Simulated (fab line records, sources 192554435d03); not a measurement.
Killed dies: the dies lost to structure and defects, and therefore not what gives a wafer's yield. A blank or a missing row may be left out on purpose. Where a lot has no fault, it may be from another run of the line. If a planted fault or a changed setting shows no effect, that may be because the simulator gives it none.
A single fault, viewed from 2 desks | flow n5Finfet | what lay behind the numbers comes last; until then each desk has only its own

## THE DEFECT DESK
Per lot, the means of the sampled wafers with a number show what the inspections along the route counted. If a lot's mean is further than 4 standard deviations from the usual mean, the lot is out of limits and carries the mark OUT (the distance appears in the brackets).
Columns: A = rawDefectCount at N5_BEOL_M0_INSPECT_127, usual 59; B = rawDefectCount at N5_BEOL_M1_INSPECT_13, usual 349; C = rawDefectCount at N5_BEOL_M1_INSPECT_30, usual 348
lot  | first seen here | A             | B   | C
L870 | day 7 14:20     | 47            | 344 | 352
L871 | day 7 17:35     | 40            | 265 | 284
L872 | day 7 19:50     | 101           | 392 | 389
L873 | day 7 22:00     | 63            | 353 | 348
L878 | day 9 10:46     | 367 (+14) OUT | 618 | 634
L881 | day 10 00:07    | 364 (+14) OUT | 643 | 658 (+4.1) OUT
L884 | day 10 18:02    | 60            | 349 | 322
L885 | day 10 20:30    | 52            | 387 | 422
L888 | day 12 00:22    | 46            | 420 | 417
This desk finds L878, L881 out of limits, L878 being first, at day 9 10:46 (rawDefectCount at N5_BEOL_M0_INSPECT_127). L870, L871, L872, L873, L884, L885, L888: within limits.

## AT THE METROLOGY DESK
What the gauges read, lot by lot, whatever tool the lot ran on: means of the sampled wafers that have a number. If a lot's mean is further than 4 standard deviations from the usual mean, the lot is out of limits and carries the mark OUT (the distance appears in the brackets). Only the readings that lie furthest out on some lot appear, 7 of the 10 it has.
Columns: A = IOFF_N at N5_BEOL_M4_RC_MEAS_101, usual 0.16 nA/um; B = IOFF_P at N5_BEOL_M4_RC_MEAS_101, usual 0.22 nA/um; C = ION_N at N5_BEOL_M4_RC_MEAS_101, usual 677 uA/um; D = ION_P at N5_BEOL_M4_RC_MEAS_101, usual 466 uA/um; E = SS_N at N5_BEOL_M4_RC_MEAS_101, usual 71.5 mV/dec; F = VT_N at N5_BEOL_M4_RC_MEAS_101, usual 249 mV; G = VT_P at N5_BEOL_M4_RC_MEAS_101, usual -248.9 mV
lot  | first seen here | A    | B    | C   | D   | E    | F   | G
L872 | day 10 01:01    | 0.20 | 0.30 | 695 | 482 | 71.4 | 244 | -243.4
L873 | day 10 10:07    | 0.15 | 0.18 | 674 | 458 | 71.1 | 252 | -255.3
L871 | day 10 13:41    | 0.20 | 0.25 | 685 | 468 | 71.8 | 246 | -247.1
L870 | day 10 15:43    | 0.19 | 0.24 | 694 | 465 | 71.7 | 247 | -250.6
L878 | day 11 23:54    | 0.17 | 0.24 | 679 | 468 | 72.6 | 251 | -247.9
L881 | day 12 03:20    | 0.15 | 0.22 | 671 | 461 | 70.9 | 251 | -250.2
L884 | day 12 20:28    | 0.18 | 0.22 | 677 | 466 | 72.0 | 248 | -250.7
L885 | day 13 12:35    | 0.14 | 0.21 | 672 | 468 | 70.8 | 251 | -247.8
L888 | day 14 01:23    | 0.17 | 0.23 | 680 | 468 | 71.6 | 248 | -248.5
This desk's finding: nothing out of limits on any of the 9 lots.

## TAKEN TOGETHER
The defect desk could have raised an alarm at day 9 10:46, on L878, L881.
Metrology desk: nothing out of limits seen.
The metrology desk has L878, L881 on record, within its limits.
N5_BEOL_M0_PRE_CLEAN_124 was run on pecvd-02 by each of the lots named.

## WHAT THE SIMULATOR PUT IN
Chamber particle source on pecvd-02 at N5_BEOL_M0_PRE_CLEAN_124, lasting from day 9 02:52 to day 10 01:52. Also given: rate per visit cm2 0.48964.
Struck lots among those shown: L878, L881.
Hours from the fault's start to each desk's first reading out of limits: the defect desk, 8.
